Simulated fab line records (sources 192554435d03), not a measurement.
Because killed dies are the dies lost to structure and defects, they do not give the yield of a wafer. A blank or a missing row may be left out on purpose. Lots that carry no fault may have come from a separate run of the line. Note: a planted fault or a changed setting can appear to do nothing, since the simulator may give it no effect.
Chamber matching -- flow n5_finfet -- N5_GATE_CUT_ALD_22 on ald_sin-04 has 4 sister chambers
The step deposits SiNx, target thk 16 nm, pulse time 1 s, ald cycles 320. 8 wafers are shown with their chamber, then 7 later ones without.

EACH WAFER AND ITS CHAMBER
wafer,chamber,heater_power_w (W),precursor_pulse_height_rel
L078.3,1,832,1.001
L081.4,2,782,0.988
L081.6,0,846,0.976
L088.1,0,841,1.034
L088.2,3,911,1.014
L088.3,1,836,1.011
L089.1,2,789,1.019
L089.3,3,908,0.956

WAFERS WHOSE CHAMBER IS MISSING
wafer,heater_power_w (W),precursor_pulse_height_rel
L089.4,840,1.018
L092.2,895,0.981
L092.4,834,1.007
L092.6,886,1.009
L095.3,770,0.988
L095.5,790,1.000
L095.6,755,0.971

WHICH CHAMBER EACH WENT THROUGH
wafer,from the rows above,in truth
L089.4,can't be placed: 0 or 1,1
L092.2,3,3
L092.4,1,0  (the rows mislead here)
L092.6,3,3
L095.3,2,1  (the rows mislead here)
L095.5,2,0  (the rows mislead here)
L095.6,2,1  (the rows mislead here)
2 of 7 placed correctly. Can't be placed from these rows: 1 (the true chamber is among the candidates in 1). Placed wrongly: 4.
How it was worked out, from the rows above alone: a wafer's distance from a chamber is the root of the sum, over the readings, of the square of ((its reading less the chamber's mean) divided by the reading's scatter). If the next closest chamber is less than 2 further off than the closest, the wafer can't be placed; otherwise it belongs to the closest. For every chamber, the mean is computed from those of its wafers that are shown. The scatter: take each reading less its chamber's mean, square it, sum over the shown wafers, divide by the number of wafers less the number of chambers, and take the root.
